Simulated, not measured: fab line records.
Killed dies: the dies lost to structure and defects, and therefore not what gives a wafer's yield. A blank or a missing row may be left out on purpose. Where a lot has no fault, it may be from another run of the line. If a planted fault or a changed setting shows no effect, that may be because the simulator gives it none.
Which tool was responsible? | flow n5Finfet | 30 wafers from 10 lots sampled at 5 of the route's 1938 steps

## WHAT EACH GAUGE READ, for each wafer
N5_BEOL_M4_RC_MEAS_101. Usual: DIBL_N 36.2 mV/V, standard deviation 1.7; DIBL_P 36.2 mV/V, standard deviation 2.2; IOFF_N 0.16 nA/um, standard deviation 0.035; IOFF_P 0.21 nA/um, standard deviation 0.042; ION_N 673 uA/um, standard deviation 13; ION_P 462 uA/um, standard deviation 7.9; SS_N 71.4 mV/dec, standard deviation 0.59; SS_P 73.2 mV/dec, standard deviation 0.7; VT_N 250 mV, standard deviation 3.6; VT_P -251 mV, standard deviation 3.5.
lot  | measured     | on        | DIBL_N (mV/V)  | DIBL_P (mV/V)  | IOFF_N (nA/um) | IOFF_P (nA/um) | ION_N (uA/um) | ION_P (uA/um) | SS_N (mV/dec)  | SS_P (mV/dec)  | VT_N (mV)   | VT_P (mV)      | flag
L441 | day 7 23:13  | prober-01 | 36.3 38.7 36.4 | 36.1 40.1 38.5 | 0.14 0.21 0.17 | 0.19 0.25 0.22 | 653 688 674   | 446 461 465   | 70.9 72.5 71.4 | 73.0 74.0 73.9 | 250 243 248 | -252 -247 -251 | 
L443 | day 8 07:13  | prober-02 | 36.6 39.1 39.0 | 37.7 41.7 41.1 | 0.20 0.27 0.27 | 0.26 0.34 0.34 | 688 713 696   | 468 482 476   | 72.1 71.7 72.7 | 73.4 74.9 74.9 | 243 240 240 | -246 -244 -243 | 
L444 | day 8 10:10  | prober-02 | 35.5 34.1 36.4 | 34.9 33.8 35.9 | 0.14 0.12 0.17 | 0.19 0.18 0.21 | 667 673 689   | 464 467 467   | 70.9 70.8 71.2 | 73.4 72.8 72.6 | 251 250 247 | -251 -254 -250 | 
L447 | day 9 19:28  | prober-02 | 37.3 37.1 36.5 | 37.1 38.6 36.5 | 0.18 0.19 0.16 | 0.24 0.27 0.22 | 676 691 682   | 468 477 463   | 71.6 71.7 71.3 | 72.4 73.7 72.6 | 249 246 250 | -248 -247 -250 | 
L457 | day 12 13:05 | prober-02 | 36.2 35.4 36.9 | 35.5 35.1 37.5 | 0.16 0.16 0.17 | 0.21 0.21 0.24 | 670 677 676   | 465 468 462   | 71.2 71.6 72.2 | 73.1 73.0 73.1 | 251 249 249 | -249 -249 -249 | 
L458 | day 12 17:07 | prober-02 | 32.5 32.4 32.2 | 32.9 31.6 30.7 | 0.10 0.10 0.09 | 0.15 0.14 0.13 | 654 648 648   | 455 446 446   | 71.2 70.5 70.4 | 72.3 72.4 72.3 | 256 256 258 | -254 -255 -258 | 
L459 | day 12 23:57 | prober-01 | 35.2 37.4 36.4 | 34.0 36.2 34.2 | 0.13 0.18 0.15 | 0.18 0.22 0.19 | 668 685 661   | 460 467 455   | 71.4 71.3 70.8 | 72.7 72.8 73.1 | 250 245 249 | -253 -251 -252 | 
L460 | day 12 20:08 | prober-02 | 36.3 35.5 34.4 | 37.8 35.8 34.4 | 0.16 0.14 0.12 | 0.21 0.19 0.16 | 675 671 667   | 458 461 454   | 70.9 70.7 71.0 | 73.4 73.3 73.1 | 251 252 253 | -251 -251 -254 | 
L461 | day 13 14:12 | prober-01 | 37.8 36.2 37.1 | 37.2 34.0 34.9 | 0.16 0.12 0.15 | 0.25 0.19 0.21 | 669 673 675   | 459 462 470   | 71.8 71.5 70.9 | 73.6 72.6 72.3 | 247 255 249 | -247 -251 -249 | 
L462 | day 13 15:37 | prober-02 | 37.0 34.4 37.7 | 36.1 33.8 37.8 | 0.16 0.12 0.18 | 0.21 0.17 0.24 | 668 666 678   | 459 457 459   | 71.3 71.0 71.8 | 72.9 71.9 73.3 | 251 255 247 | -250 -253 -249 | 

## WHAT TOOL EACH LOT RAN ON (gives the tool, then ch and the chambers of the sampled wafers, and finally the start)
lot  | N5_FIN_SAQP_MANDREL_ETCH_22    | N5_FIN_SAQP_HM_CD_35  | N5_FIN_SAQP_FIN_ETCH_36        | N5_FIN_CUT_COAT_18
L441 | rieSi-01 ch 1,3, day 2 05:04   | cdSem-02, day 2 09:41 | rieSi-03 ch 0,1,2, day 2 09:46 | lithoTrack-04 ch 0, day 2 10:02
L443 | rieSi-01 ch 0,1,2, day 2 16:23 | cdSem-03, day 2 20:14 | rieSi-01 ch 0,1,2, day 2 20:19 | lithoTrack-04 ch 0, day 2 20:36
L444 | rieSi-01 ch 0,3, day 2 22:31   | cdSem-01, day 3 02:23 | rieSi-03 ch 0,3, day 3 02:27   | lithoTrack-04 ch 0, day 3 02:44
L447 | rieSi-03 ch 1,2,3, day 3 16:22 | cdSem-01, day 3 20:01 | rieSi-01 ch 0,2,3, day 3 20:05 | lithoTrack-04 ch 0, day 3 20:22
L457 | rieSi-02 ch 0,2,3, day 6 03:56 | cdSem-03, day 6 08:19 | rieSi-03 ch 0,1,3, day 6 08:22 | lithoTrack-03 ch 0, day 6 08:40
L458 | rieSi-01 ch 0,3, day 6 09:26   | cdSem-01, day 6 13:20 | rieSi-03 ch 2,3, day 6 13:24   | lithoTrack-03 ch 0, day 6 13:41
L459 | rieSi-01 ch 0,1,3, day 6 15:53 | cdSem-01, day 6 19:32 | rieSi-02 ch 0,1,2, day 6 19:36 | lithoTrack-03 ch 0, day 6 19:53
L460 | rieSi-01 ch 0,3, day 6 22:25   | cdSem-01, day 7 02:34 | rieSi-02 ch 0,1, day 7 02:38   | lithoTrack-04 ch 0, day 7 02:55
L461 | rieSi-03 ch 0,1,3, day 7 04:06 | cdSem-02, day 7 07:47 | rieSi-01 ch 0,2,3, day 7 07:51 | lithoTrack-04 ch 0, day 7 08:08
L462 | rieSi-03 ch 0,1,2, day 7 10:18 | cdSem-03, day 7 13:59 | rieSi-02 ch 1,2,3, day 7 14:03 | lithoTrack-04 ch 0, day 7 14:20
- N5_FIN_SAQP_MANDREL_ETCH_22: etches a-Si in HBr/Cl2, stops on SiNx, target depth 60 nm, bt time 10 s, time 30 s.
- N5_FIN_SAQP_HM_CD_35: target cd 8 nm.
- N5_FIN_SAQP_FIN_ETCH_36: etches the open film in HBr/Cl2/O2, target depth 120 nm, time 50.4 s.
- N5_FIN_CUT_COAT_18: time 60 s, resist thk 230 nm.

## AS READ BY THE TOOLS THEMSELVES (means over the sampled wafers that have a number; for cases with no such wafer, the mark the record gives instead)
N5_FIN_SAQP_MANDREL_ETCH_22. Usual: drypumpMotorCurrentA 5.9 A, standard deviation 0.6; oesProductAu 0.775 a.u., standard deviation 0.01; throttleValvePct 35.32 %, standard deviation 0.28.
lot  | tool     | drypumpMotorCurrentA (A) | oesProductAu (a.u.) | throttleValvePct (%) | flag
L441 | rieSi-01 | 6.0                      | 0.770               | 35.19                | 
L443 | rieSi-01 | 5.8                      | 0.786               | 35.31                | 
L444 | rieSi-01 | 6.2                      | 0.772               | 35.52                | 
L447 | rieSi-03 | 5.7                      | 0.775               | 35.17                | 
L457 | rieSi-02 | 6.4                      | 0.775               | 35.44                | 
L458 | rieSi-01 | 6.3                      | 0.768               | 35.46                | 
L459 | rieSi-01 | 6.1                      | 0.775               | 35.34                | 
L460 | rieSi-01 | 6.3                      | 0.778               | 35.51                | 
L461 | rieSi-03 | 5.2                      | 0.772               | 35.27                | 
L462 | rieSi-03 | 5.5                      | 0.763               | 35.12                | 

N5_FIN_SAQP_HM_CD_35. Usual: cdNm at 8.10 nm, with a standard deviation of 0.23.
lot  | tool     | cdNm (nm) | flag
L441 | cdSem-02 | 8.15      | 
L443 | cdSem-03 | 8.48      | 
L444 | cdSem-01 | 7.89      | 
L447 | cdSem-01 | 7.97      | 
L457 | cdSem-03 | 7.92      | 
L458 | cdSem-01 | 7.92      | 
L459 | cdSem-01 | 8.00      | 
L460 | cdSem-01 | 7.98      | 
L461 | cdSem-02 | 8.17      | 
L462 | cdSem-03 | 8.18      | 

N5_FIN_SAQP_FIN_ETCH_36. Usual: drypumpMotorCurrentA 5.8 A, standard deviation 0.61; oesProductAu 1.005 a.u., standard deviation 0.022; throttleValvePct 35.98 %, standard deviation 0.26.
lot  | tool     | drypumpMotorCurrentA (A) | oesProductAu (a.u.) | throttleValvePct (%) | flag
L441 | rieSi-03 | 5.5                      | 0.994               | 35.77                | 
L443 | rieSi-01 | 5.8                      | 1.007               | 35.99                | 
L444 | rieSi-03 | 4.9                      | 1.007               | 35.95                | 
L447 | rieSi-01 | 6.0                      | 1.004               | 36.11                | 
L457 | rieSi-03 | 5.2                      | 1.009               | 35.92                | 
L458 | rieSi-03 | 5.9                      | 1.029               | 35.74                | 
L459 | rieSi-02 | 6.6                      | 1.017               | 36.22                | 
L460 | rieSi-02 | 6.7                      | 0.998               | 36.52                | 
L461 | rieSi-01 | 6.0                      | 1.006               | 36.09                | 
L462 | rieSi-02 | 6.5                      | 1.008               | 36.00                | 

N5_FIN_CUT_COAT_18. Usual: heaterPowerTotalW 500.5 W, standard deviation 1.8; plateTempC 249.99 C, standard deviation 0.19.
lot  | tool          | heaterPowerTotalW (W) | plateTempC (C) | flag
L441 | lithoTrack-04 | 501.1                 | 250.02         | 
L443 | lithoTrack-04 | 499.3                 | 249.96         | 
L444 | lithoTrack-04 | 821.7                 | 263.53         | OFF
L447 | lithoTrack-04 | 822.3                 | 263.59         | OFF
L457 | lithoTrack-03 | 501.1                 | 250.00         | 
L458 | lithoTrack-03 | 499.5                 | 250.27         | 
L459 | lithoTrack-03 | 498.8                 | 249.93         | 
L460 | lithoTrack-04 | 501.2                 | 250.19         | 
L461 | lithoTrack-04 | 501.0                 | 249.71         | 
L462 | lithoTrack-04 | 500.8                 | 249.89         | 

## THE ANSWER, worked out from the rows above alone
Rule: lot off if the mean of its wafers having a number is beyond 3 standard deviations from the usual mean. Also off: a lot with no number at a reading for which 4 or more lots have one. Any other lot the step has rows for is counted as sound. The gauges are gone through in route order, then the tools' own readings, and for those a lot's mean is taken as printed above. The first step at which some lot is off is used, and at that step the reading that is off furthest; a lot without a number counts as furthest.
Off at N5_FIN_CUT_COAT_18 (heaterPowerTotalW): L444, L447.
If a tool, at that step or one of the process steps before it, ran each lot that is off and ran no sound lot following the first of them, it fits. None of those tried fits.

## WHAT THE SIMULATOR HAD INSERTED
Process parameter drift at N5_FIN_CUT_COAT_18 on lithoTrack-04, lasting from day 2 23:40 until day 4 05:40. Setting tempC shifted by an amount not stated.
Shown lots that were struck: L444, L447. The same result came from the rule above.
